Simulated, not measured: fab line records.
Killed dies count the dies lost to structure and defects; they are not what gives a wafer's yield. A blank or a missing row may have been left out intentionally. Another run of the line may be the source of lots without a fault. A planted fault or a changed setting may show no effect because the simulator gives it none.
fab line records | flow n5Finfet
[record] lots = 4 | wafers = 10 | lastDay = 18
route steps=1938 shown BEOL_M9@1437 BEOL_M10@1470 BEOL_M15@1830 PASSIVATION@1936
lots with no fault: from the same line, run without faults
startH: hours from the record's opening day to when the first of the lot's shown wafers began | waitH: hours from the lot's prior step to this one | " the same as in the row above | L1.1+2: one row covering several wafers at once | - no value, or no start given | * or withheld: withheld | < > ~ a bound
route shown NAME@n: NAME is a module with steps in the file, n the number in the route of the first one | usual: average and standard deviation across the fault-free wafers | same: alike in all rows | chamber/n: place in a boat | sites: readings site by site | _std_site: how widely they spread, as a standard deviation | _edge_site: mean of outer sites minus mean of inner sites | radiusMm: how far each site lies from the wafer's centre | mask NAME#n: copy n | behind: tool/chamber where the wafer was last shaped | hold: reason for holding the lot/hours on hold/outcome of the hold | device: the n, p or np transistor that did not switch | end of line: tests of these same wafers at the route's end | for a step that has no rows: nothing shown but its recipe | killed: dies that structure and defects cost at the first sort, which is not the same as the wafer's yield | map: shows each die of a wafer: x if killed, . if not, _ if none is there
set.NAME: the setting that was run; set.NAME@STEP: the one run at that earlier step | model.NAME: the simulator's own value behind a step, which no gauge read
lots at some steps of the route; a table a step, a row a wafer
services: when a tool's chamber went out of use (startH, in hours from the record's first day, below 0 if earlier), for how many hours, and the reason
[[steps]]
[step N5_BEOL_M9_DESCUM_33]
[recipe] chemistry = O2 | timeS = 7 | sourcePowerW = 50 | biasPowerW = 20 | pressureMtorr = 20 | rfFrequencyHz = 2.712e+07 | tempC = 40 | resist = CAR-EUV | o2FlowSccm = 225
[step N5_BEOL_M9_ETCH_76]
[recipe] chemistry = N2/H2 | target = underlayer | targetDepthA = 65 | maskMaterial = CAR-EUV | timeS = 5.2 | ionEnergyEv = 200 | pressureMtorr = 30 | sourceW = 840 | biasW = 150 | n2FlowSccm = 200 | h2FlowSccm = 200 | ends = cleared
[step N5_BEOL_M9_ETCH_65]
[recipe] chemistry = CF4 | target = SiARC | targetDepthA = 156 | maskMaterial = CAR-EUV | timeS = 26 | ionEnergyEv = 80 | pressureMtorr = 40 | sourceW = 545 | biasW = 36 | Ar_flow_sccm = 100 | cf4FlowSccm = 100 | ends = cleared
[step N5_BEOL_M9_ETCH_66]
[recipe] chemistry = N2/H2 | target = SOC | targetDepthA = 800 | overetchA = 160 | maskMaterial = SiARC | tempC = 40 | timeS = 120 | ionEnergyEv = 200 | pressureMtorr = 30 | sourceW = 840 | biasW = 150 | n2FlowSccm = 200 | h2FlowSccm = 200
[step N5_BEOL_M9_STRIP_69]
[recipe] chemistry = N2/H2 | tempC = 40 | n2FlowSccm = 200 | h2FlowSccm = 200 | rfFrequencyHz = 6e+07
[step N5_BEOL_M9_STRIP_77]
[recipe] chemistry = N2/H2 | tempC = 40 | n2FlowSccm = 200 | h2FlowSccm = 200 | rfFrequencyHz = 6e+07
[step N5_BEOL_M9_VIA_ETCH_34]
[recipe] chemistry = C4F6/O2 | target = SiCOH_lowk | targetDepthA = 1824 | maskMaterial = SOC | taperDeg = 4 | timeS = 68.4 | ionEnergyEv = 250 | pressureMtorr = 30 | sourceW = 345 | biasW = 185 | Ar_flow_sccm = 300 | C4F6_flow_sccm = 10 | O2_flow_sccm = 10
[step N5_BEOL_M9_STRIP_73]
[recipe] chemistry = C4F6/O2 | resist = SiARC | rfFrequencyHz = 6e+07
[step N5_BEOL_M9_STRIP_36]
[recipe] chemistry = N2/H2 | powerW = 450 | tempC = 40 | pressureMtorr = 20 | rfFrequencyHz = 6e+07 | overashFraction = 0.3 | biasPowerW = 7 | h2Frac = 0.5 | n2FlowSccm = 200 | h2FlowSccm = 200
[step N5_BEOL_M9_TRENCH_ETCH_37]
[recipe] chemistry = C4F6/O2 | targetDepthA = 1514.3 | target = SiCOH_lowk | timeS = 49 | ionEnergyEv = 250 | pressureMtorr = 30 | sourceW = 345 | biasW = 185 | Ar_flow_sccm = 300 | C4F6_flow_sccm = 10 | O2_flow_sccm = 10
[usual] drypumpMotorCurrentA = 5.9/0.41 | oes_ar_750_au = 0.78/0.087 | oesProductAu = 0.78/0.094 | rfVppV = 666/9.5 | showerheadPlenumPTorr = 2.87/0.077 | throttleValvePct = 20.96/0.3
[same] timeS = 49
lot.wafer | tool       | chamber | startH | waitH | drypumpMotorCurrentA | oes_ar_750_au | oesProductAu | rfHoursCounterH | rfVppV | showerheadPlenumPTorr | throttleValvePct | model.BEOL_M9.featureDepthNm | model.etch.depthNm | model.TiN_of_BEOL_M9_HM_DEP_02.thkNm
L888.3    | rieDiel-04 | 3       | 249.50 | -     | 5.3                  | 0.72          | 0.72         | 208             | 663    | 2.93                  | 21.28            | 149.6                        | 149.6              | 15.8
L888.4    | "          | 0       | "      | "     | 6.1                  | 0.82          | 0.83         | 87              | 683    | 2.86                  | 20.42            | 147.4                        | 147.4              | 15.8
L888.6    | "          | 2       | "      | "     | 6.4                  | 1.00          | 0.99         | -               | 670    | 2.90                  | 20.83            | 150.8                        | 150.8              | 15.6
L901.3    | rieDiel-04 | 1       | 305.68 | -     | 6.3                  | 0.72          | 0.89         | 181             | 664    | 2.98                  | 21.18            | 205.2                        | 205.1              | 14.2
L901.4    | "          | 3       | "      | "     | 5.3                  | 0.71          | 0.71         | -               | 662    | 2.92                  | 21.30            | 150.6                        | 150.5              | 15.6
L898.3    | rieDiel-04 | 0       | 311.32 | -     | 6.1                  | 0.80          | 1.00         | 107             | 683    | 2.85                  | 20.52            | 205.6                        | 205.5              | 14.2
L898.6    | "          | 3       | "      | "     | 5.4                  | 0.71          | 0.88         | -               | 662    | 2.92                  | 21.37            | 209                          | 209                | 14.2
L906.2    | rieDiel-03 | 3       | 360.43 | -     | 6.3                  | 0.84          | 0.85         | 51              | 669    | 2.88                  | 20.50            | 149                          | 149                | 16
L906.3    | "          | 2       | "      | "     | 5.7                  | 0.77          | 0.77         | 128             | 663    | 2.77                  | 20.97            | 154.8                        | 154.7              | 15.6
L906.6    | "          | 0       | "      | "     | 6.2                  | 0.88          | 0.90         | -               | 672    | 2.90                  | 20.98            | 154.8                        | 154.7              | 15.6
[step N5_BEOL_M9_ETCH_41]
[recipe] chemistry = CH3F/O2 | target = SiCN | targetDepthA = 366 | taperDeg = 2 | timeS = 70.1 | ionEnergyEv = 120 | maskMaterial = TiN | pressureMtorr = 30 | sourceW = 395 | biasW = 75 | Ar_flow_sccm = 150 | CH3F_flow_sccm = 30 | O2_flow_sccm = 20
[step N5_BEOL_M9_STRIP_80]
[recipe] chemistry = N2/H2 | timeS = 10 | powerW = 450 | tempC = 40 | pressureMtorr = 20 | rfFrequencyHz = 6e+07 | biasPowerW = 7 | n2FlowSccm = 200 | h2FlowSccm = 200
[step N5_BEOL_M9_OCD_MEAS_38]
[usual] trenchDepthNm = 149/3.9
lot.wafer | tool   | chamber | startH | waitH | trenchDepthNm
L888.3    | ocd-01 | -       | 249.68 | -     | 149
L888.4    | "      | -       | "      | "     | 148
L888.6    | "      | -       | "      | "     | 151
L901.3    | ocd-01 | -       | 305.85 | -     | 206
L901.4    | "      | -       | "      | "     | 151
L898.3    | ocd-02 | -       | 311.50 | -     | 205
L898.6    | "      | -       | "      | "     | 209
L906.2    | ocd-01 | -       | 360.61 | -     | 149
L906.3    | "      | -       | "      | "     | 155
L906.6    | "      | -       | "      | "     | 155
[step N5_BEOL_M9_HM_STRIP_39]
[recipe] chemistry = peroxideTinStrip | material = TiN | targetDepthA = 250 | tempC = 50 | timeS = 158
[step N5_BEOL_M9_SRD_40]
[recipe] timeS = 30 | tempC = 23 | rinseLiquid = diw | dry = ipaMarangoni
[step N5_BEOL_M9_PRECLEAN_42]
[recipe] chemistry = residueRemover | timeS = 60 | tempC = 40
[step N5_BEOL_M9_SRD_43]
[recipe] timeS = 30 | tempC = 23 | rinseLiquid = diw | dry = ipaMarangoni
[step N5_BEOL_M9_CURE_72]
[recipe] tempC = 370 | timeS = 120 | ambient = DMADMS/He | material = SiCOH_lowk
[step N5_BEOL_M9_DEGAS_44]
[recipe] ambient = vacuum | tempC = 250 | timeS = 60
[step N5_BEOL_M9_PRE_CLEAN_45]
[recipe] gas = H2/He | timeS = 30 | tempC = 250
[step N5_BEOL_M9_ALD_74]
[recipe] material = TaN | targetThkA = 20 | tempC = 275 | aldPrecursorFamily = PDMAT | aldCoReactant = NH3 | pressureTorr = 3 | carrierFlowSccm = 1500 | pulseTimeS = 2 | purgeTimeS = 3 | coReactantPurgeTimeS = 2 | coReactantPulseTimeS = 3 | aldCycles = 40 | precursorVesselTempC = 75 | precursorVesselPressureTorr = 26.25 | precursorVesselCarrierSccm = 1000
[step N5_BEOL_M9_SURFACE_TREAT_79]
[recipe] gas = Ar | timeS = * | ionEnergyEv = * | ionCurrentMaCm2 = 0.5 | pressureMtorr = * | arFlowSccm = 30
[step N5_BEOL_M9_CVD_78]
[recipe] material = Co | targetThkA = 20 | tempC = withheld | precursor = CCTBA/H2 | pressureTorr = 30 | timeS = 138.9
[step N5_BEOL_M9_SPUTTER_48]
[recipe] material = Cu | targetThkA = 120 | tempC = -20 | biasV = 60 | powerW = 26000 | chamberPressurePa = 0.13 | timeS = 2
[step N5_BEOL_M9_ECD_50]
[recipe] material = Cu | targetThkA = 3180
[step N5_BEOL_M9_ANNEAL_51]
[recipe] tempC = 225 | timeS = 90 | ambient = N2
[step N5_BEOL_M9_CMP_52]
[recipe] stopOn = SiCOH_lowk | tOverpolishS = 7 | downForcePsi = 1 | platenRpm = 50 | clearingPlatenDownForcePsi = 1.5 | clearingPlatenRpm = 50 | postCmpClean = cuAlkaline | targetThkNm = 140 | clearingPlatenPadVelocityMS = 0.99484 | padVelocityMS = 0.99484
[usual] motorCurrentA = 6.3/0.45 | padLifeWafers = 1043/640 | platenRpm = 49.995/0.028 | slurryFilterDpKPa = 13.51/0.13
lot.wafer | tool   | chamber | startH | waitH | motorCurrentA | padLifeWafers | platenRpm | slurryFilterDpKPa | model.Cu_of_BEOL_M9_ECD_50.thkNm
L888.3    | cmp-02 | 0       | 251.71 | 0.2   | 5.9           | 1944          | 50.007    | 13.40             | 140.4
L888.4    | "      | 3       | "      | "     | 6.8           | 1947          | 49.986    | 13.46             | 136.4
L888.6    | "      | 1       | "      | "     | 6.8           | -             | 49.977    | 13.38             | 139.4
L901.3    | cmp-02 | 1       | 307.98 | 0.2   | 6.7           | 229           | 49.947    | 13.34             | 193.2
L901.4    | "      | 3       | "      | "     | 6.6           | 231           | 49.952    | 13.68             | 139
L898.3    | cmp-03 | 1       | 313.70 | 0.2   | 6.7           | 781           | 50.006    | 13.69             | 194.6
L898.6    | "      | 1       | "      | "     | 6.8           | -             | 50.005    | 13.58             | 198.8
L906.2    | cmp-01 | 2       | 364.78 | 0.3   | 6.2           | 241           | 50.014    | 13.43             | 137.6
L906.3    | "      | 0       | "      | "     | 6.1           | 243           | 49.970    | 13.50             | 144
L906.6    | "      | 2       | "      | "     | 5.8           | -             | 50.025    | 13.39             | 142.8
[step N5_BEOL_M9_THK_MEAS_53]
[recipe] thkMeasGauge = xrf | reads = Cu_of_BEOL_M9_ECD_50
[usual] M9_THK = 140/4.3
lot.wafer | tool         | chamber | startH | waitH | M9_THK[nm]
L888.3    | filmMetro-02 | -       | 252.00 | -     | 141
L888.4    | "            | -       | "      | "     | 138
L888.6    | "            | -       | "      | "     | 140
L901.3    | filmMetro-02 | -       | 308.24 | -     | 197
L901.4    | "            | -       | "      | "     | 142
L898.3    | filmMetro-01 | -       | 313.96 | -     | 196
L898.6    | "            | -       | "      | "     | 200
L906.2    | filmMetro-02 | -       | 365.04 | -     | 139
L906.3    | "            | -       | "      | "     | 146
L906.6    | "            | -       | "      | "     | 145
[step N5_BEOL_M9_PRE_CLEAN_55]
[recipe] gas = NH3 | timeS = 15 | tempC = withheld | rfPowerW = 300
[step N5_BEOL_M9_DEP_56]
[recipe] material = SiCN | targetThkA = 150 | tempC = withheld | precursor = 3MS/NH3 | pressureTorr = 3 | rfW = 202 | timeS = 26.5
[step N5_BEOL_M9_RS_MEAS_57]
[recipe] thkMeasGauge = four-point-probe | reads = Cu_of_BEOL_M9_ECD_50+Co_of_BEOL_M9_CVD_78+TaN_of_BEOL_M9_ALD_74
[usual] M9_RS = 0.154/0.0051
lot.wafer | tool         | chamber | startH | waitH | M9_RS[ohm/sq]
L888.3    | filmMetro-02 | -       | 252.14 | 0.1   | 0.150
L888.4    | "            | -       | "      | "     | 0.155
L888.6    | "            | -       | "      | "     | 0.151
L901.3    | filmMetro-02 | -       | 308.41 | 0.1   | 0.107
L901.4    | "            | -       | "      | "     | 0.153
L898.3    | filmMetro-01 | -       | 314.10 | 0.1   | 0.106
L898.6    | "            | -       | "      | "     | 0.103
L906.2    | filmMetro-02 | -       | 365.17 | 0.1   | 0.154
L906.3    | "            | -       | "      | "     | 0.146
L906.6    | "            | -       | "      | "     | 0.147
[step N5_BEOL_M10_ILD_DEP_00]
[recipe] material = SiCOH_lowk | targetThkA = 3085.1 | tempC = 300 | precursor = DEMS/porogen | pressureTorr = 5 | rfW = 500 | timeS = 58
[step N5_BEOL_M10_CURE_71]
[recipe] tempC = 385 | timeS = 240 | ambient = He/Ar | material = SiCOH_lowk
[step N5_BEOL_M10_PECVD_70]
[recipe] material = SiO2 | targetThkA = 200 | tempC = 400 | precursor = TEOS/O2 | pressureTorr = 5.5 | rfW = 450 | teosFlowSccm = 53.8 | gas = O2 | flowSccm = 3000 | timeS = 22.7
[step N5_BEOL_M10_HM_DEP_02]
[recipe] material = TiN | targetThkA = 200 | tempC = 25 | chamberPressurePa = 0.49996
[step N5_BEOL_M10_COAT_59]
[recipe] resist = SOC | tempC = 250 | timeS = 60 | spinRpm = 1500 | resistThkNm = 100
[step N5_BEOL_M15_RC_MEAS_101]
[usual] COMB_M10 = 1.5e-11/3.1e-12 | COMB_M11 = 1.51e-11/2.9e-12 | COMB_M12 = 7.5e-12/1.3e-12 | COMB_M13 = 5.8e-12/1.1e-12 | COMB_M14 = 4.3e-12/7.2e-13 | COMB_M15 = 3.3e-12/6e-13 | COMB_M5 = 3.7e-11/6.8e-12 | COMB_M6 = 2.6e-11/5.1e-12 | COMB_M7 = 2.6e-11/4.6e-12 | COMB_M8 = 2.6e-11/5.1e-12 | COMB_M8_max_site = 3.8e-11/1e-11 | SERP_M10 = 3.08/0.087 | SERP_M11 = 3.12/0.11 | SERP_M12 = 0.640/0.022 | SERP_M13 = 0.313/0.0075 | SERP_M14 = 0.160/0.0045 | SERP_M5 = 39.3/2.1 | SERP_M6 = 13.7/0.53 | SERP_M6_max_site = 14.4/0.6 | SERP_M7 = 14.0/0.69 | SERP_M8 = 13.9/0.65 | SERP_M8_max_site = 14.6/0.77 | SERP_M9 = 3.13/0.12 | SERP_M9_max_site = 3.21/0.13
lot.wafer | tool      | chamber | startH | waitH | COMB_M10[S/m] | COMB_M11[S/m] | COMB_M12[S/m] | COMB_M13[S/m] | COMB_M14[S/m] | COMB_M15[S/m] | COMB_M5[S/m] | COMB_M6[S/m] | COMB_M7[S/m] | COMB_M8[S/m] | COMB_M8_max_site[S/m] | SERP_M10[ohm/um] | SERP_M11[ohm/um] | SERP_M12[ohm/um] | SERP_M13[ohm/um] | SERP_M14[ohm/um] | SERP_M5[ohm/um] | SERP_M6[ohm/um] | SERP_M6_max_site[ohm/um] | SERP_M7[ohm/um] | SERP_M8[ohm/um] | SERP_M8_max_site[ohm/um] | SERP_M9[ohm/um] | SERP_M9_max_site[ohm/um]
L888.3    | prober-01 | 0       | 299.54 | 0.3   | 1.4e-11       | 1.87e-11      | 8e-12         | 3.7e-12       | 5.2e-12       | 3.7e-12       | 3e-11        | 3e-11        | 2.6e-11      | 3.1e-11      | 4e-11                 | 3.02             | 3.08             | 0.646            | 0.308            | 0.163            | 36.0            | 14.0            | 14.4                     | 12.5            | 13.7            | 14.4                     | 3.13            | 3.22
L888.4    | "         | 0       | "      | "     | 1.8e-11       | 1.58e-11      | 8.3e-12       | 5.6e-12       | 5.3e-12       | 2.8e-12       | 4.3e-11      | 2.5e-11      | 3.5e-11      | 3.2e-11      | 4.4e-11               | 2.94             | 3.25             | 0.617            | 0.306            | 0.166            | 39.6            | 13.8            | 14.3                     | 13.7            | 13.7            | 14.2                     | 3.17            | 3.27
L888.6    | "         | 0       | "      | "     | 2.5e-11       | 2.27e-11      | 8.4e-12       | 3.7e-12       | 3.7e-12       | 3.2e-12       | 3e-11        | 2.6e-11      | 2.6e-11      | 2.9e-11      | 4.1e-11               | 3.26             | 3.24             | 0.656            | 0.310            | 0.162            | 35.7            | 14.1            | 14.8                     | 13.5            | 12.3            | 12.8                     | 3.07            | 3.13
L901.3    | prober-01 | 0       | 351.79 | 0.3   | 2.3e-11       | 1.78e-11      | 6.4e-12       | 7.5e-12       | 4.8e-12       | 2.7e-12       | 4e-11        | 2.6e-11      | 2.6e-11      | 2.3e-11      | 3.8e-11               | 3.14             | 3.12             | 0.628            | 0.311            | 0.160            | 39.3            | 13.5            | 13.8                     | 13.7            | 13.8            | 14.3                     | 2.15            | 2.21
L901.4    | "         | 0       | "      | "     | 1.5e-11       | 1.57e-11      | 5.7e-12       | 5.9e-12       | 3.9e-12       | 2.7e-12       | 3.1e-11      | 3.1e-11      | 3e-11        | 2.3e-11      | 3.3e-11               | 3.06             | 2.96             | 0.650            | 0.306            | 0.159            | 39.9            | 13.3            | 13.7                     | 14.7            | 14.7            | 15.5                     | 3.13            | 3.19
L898.3    | prober-01 | 0       | 355.13 | 0.3   | 1.3e-11       | 1.03e-11      | 6.2e-12       | 7e-12         | 4.2e-12       | 3e-12         | 2.8e-11      | 1.9e-11      | 2.2e-11      | 2.5e-11      | 4.7e-11               | 3.10             | 3.06             | 0.627            | 0.316            | 0.160            | 40.5            | 13.5            | 13.8                     | 13.6            | 14.4            | 15.1                     | 2.10            | 2.18
L898.6    | "         | 0       | "      | "     | 1.2e-11       | 1.48e-11      | 6.8e-12       | 5.9e-12       | 4.1e-12       | 2.5e-12       | 3.6e-11      | 1.8e-11      | 2.1e-11      | 1.7e-11      | 2.1e-11               | 3.04             | 3.21             | 0.664            | 0.306            | 0.157            | 38.5            | 13.6            | 14.2                     | 13.3            | 14.5            | 15.2                     | 2.09            | 2.14
L906.2    | prober-01 | 0       | 407.14 | 0.2   | 1.5e-11       | 1.51e-11      | 8.2e-12       | 6.6e-12       | 5.5e-12       | 2.7e-12       | 3e-11        | 2.2e-11      | 2.6e-11      | 2.3e-11      | 3.4e-11               | 3.15             | 3.24             | 0.650            | 0.305            | 0.160            | 36.8            | 13.8            | 14.6                     | 14.3            | 14.8            | 16.0                     | 3.05            | 3.11
L906.3    | "         | 0       | "      | "     | 1.2e-11       | 1e-11         | 6.1e-12       | 7.1e-12       | 3.5e-12       | 3.1e-12       | 3.1e-11      | 3.5e-11      | 2.6e-11      | 3.1e-11      | 4.4e-11               | 3.07             | 3.08             | 0.661            | 0.319            | 0.157            | 34.9            | 14.2            | 14.5                     | 13.8            | 14.8            | 15.3                     | 3.00            | 3.07
L906.6    | "         | 0       | "      | "     | 1.6e-11       | 1.23e-11      | 1e-11         | 5.3e-12       | 4.1e-12       | 2.8e-12       | 3e-11        | 3e-11        | 3.2e-11      | 2.6e-11      | 3.9e-11               | 3.20             | 3.10             | 0.645            | 0.310            | 0.157            | 35.3            | 13.9            | 14.4                     | 13.6            | 14.6            | 15.3                     | 2.97            | 3.02
// sites SERP_M9 radiusMm=0,75,75,75,75,140,140,140,140
L888.3 3.22 3.17 3.13 3.16 3.14 3.05 2.97 2.97 2.92
L901.3 2.14 2.15 2.16 2.14 2.16 2.14 2.17 2.14 2.21
L898.3 2.18 2.17 2.10 2.15 2.15 2.05 2.03 2.01 2.06
L906.2 3.02 2.99 3.08 3.04 3.05 3.03 3.11 3.08 3.10
[step N5_PASSIVATION_PROBE_49]
[usual] defectLimitedYield = 91.2/1.5 | killed_at_M0_to_M3 = 33/9.6 | killed_at_M4_up = 14/5.6 | killedAtContacts = 14/5.5 | killedAtFrontEnd = 40/13 | killedAtOther = 4/3 | killedDies = 104/17 | killedOpen = 68/13 | killedShort = 33/7.2 | sort_bin_5_function = 5.2/0.95 | sort_bin_6_memory = 3.3/0.62 | sortNPass = 1076/17 | sortYieldPct = 91.2/1.5
[same] grossDies = 1180 | killedAtBackSide = 0 | sort_bin_4_leakage[%] = 0 | sort_bin_8_speed[%] = 0
lot.wafer | tool      | chamber | startH | waitH | defectLimitedYield[%] | killed_at_M0_to_M3 | killed_at_M4_up | killedAtContacts | killedAtFrontEnd | killedAtOther | killedDies | killedOpen | killedShort | sort_bin_5_function[%] | sort_bin_6_memory[%] | sortNPass | sortYieldPct[%]
L901.4    | prober-02 | -       | 366.96 | 0.2   | 91.1                  | 36                 | 11              | 10               | 42               | 6             | 105        | 60         | 43          | 5.0                    | 3.7                  | 1075      | 91.1
// killed by level:class
L901.4 BEOL_M0_SAQP:geometricParticle:short=15 BEOL_M0_SAQP:geometricParticle:open=9 FIN_SAQP:geometricParticle:open=7 BEOL_M3:geometricParticle:open=7 GATE_CUT:geometricParticle:open=6 BEOL_M4:geometricParticle:open=6 MOL_CONTACT_COAG:geometricParticle:open=6 FIN_SAQP:geometricParticle:short=5
[[services]]
tool       | chamber | startH | hours | kind
rieDiel-04 | 2       | 234.06 | -     | clean
rieDiel-04 | 2       | 234.06 | -     | consumableReplace:focusRing
rieDiel-04 | 2       | 234.06 | 14.5  | scheduledDown
rieDiel-04 | 2       | 234.06 | 14.5  | ventCycle
cmp-02     | -       | 235.42 | 0.2   | repair
cmp-02     | -       | 237.66 | 1.6   | repair
cmp-02     | -       | 260.11 | 0.7   | repair
cmp-02     | -       | 266.84 | 2.7   | repair
rieDiel-03 | -       | 272.06 | 0.8   | repair
cmp-02     | -       | 277.51 | 4.0   | pm
cmp-02     | -       | 281.51 | -     | consumableReplace:conditioner
cmp-02     | -       | 281.51 | -     | consumableReplace:pad
cmp-03     | -       | 292.90 | 0.4   | repair
rieDiel-03 | 3       | 317.24 | 8.8   | repair
cmp-01     | -       | 333.86 | 4.0   | pm
rieDiel-04 | 3       | 334.18 | 5.4   | repair
cmp-01     | -       | 337.86 | -     | consumableReplace:conditioner
cmp-01     | -       | 337.86 | -     | consumableReplace:pad
cmp-02     | -       | 340.24 | 3.8   | repair
cmp-03     | -       | 351.54 | 0.9   | repair
rieDiel-03 | 1       | 354.41 | -     | clean
rieDiel-03 | 1       | 354.41 | -     | consumableReplace:focusRing
cmp-03     | -       | 355.75 | 5.8   | pm
cmp-03     | -       | 362.54 | 1.7   | repair
[[key]]
[firstSign] step = N5_BEOL_M9_OCD_MEAS_38 | reading = trenchDepthNm | direction = up | sigmas = 15 | usual = 149 | struck = 206
[effect] step = N5_BEOL_M9_THK_MEAS_53 | reading = M9_THK | direction = up | sigmas = 13 | usual = 140 | struck = 198
[effect] step = N5_BEOL_M9_RS_MEAS_57 | reading = M9_RS | direction = down | sigmas = 9.5 | usual = 0.154 | struck = 0.105
[effect] step = N5_BEOL_M15_RC_MEAS_101 | reading = SERP_M9 | direction = down | sigmas = 8.7 | usual = 3.13 | struck = 2.11
[modelEffect] step = N5_BEOL_M9_TRENCH_ETCH_37 | value = BEOL_M9.featureDepthNm | without = 147.5 | struck = 206.6
[modelEffect] step = N5_BEOL_M9_CMP_52 | value = Cu_of_BEOL_M9_ECD_50.thkNm | without = 136.4 | struck = 195.5
metAt N5_BEOL_M9_TRENCH_ETCH_37
struckWafers L898.3,L898.6,L901.3
onsetBetween 249.50 305.68
[fault] kind = processParameterDrift | tool = rieDiel-04 | chamber = - | onsetH = 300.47 | steps = N5_BEOL_M9_TRENCH_ETCH_37 | channel = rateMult | offset = 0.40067 | shape = step | endH = 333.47 | scope = struckWafersOnly
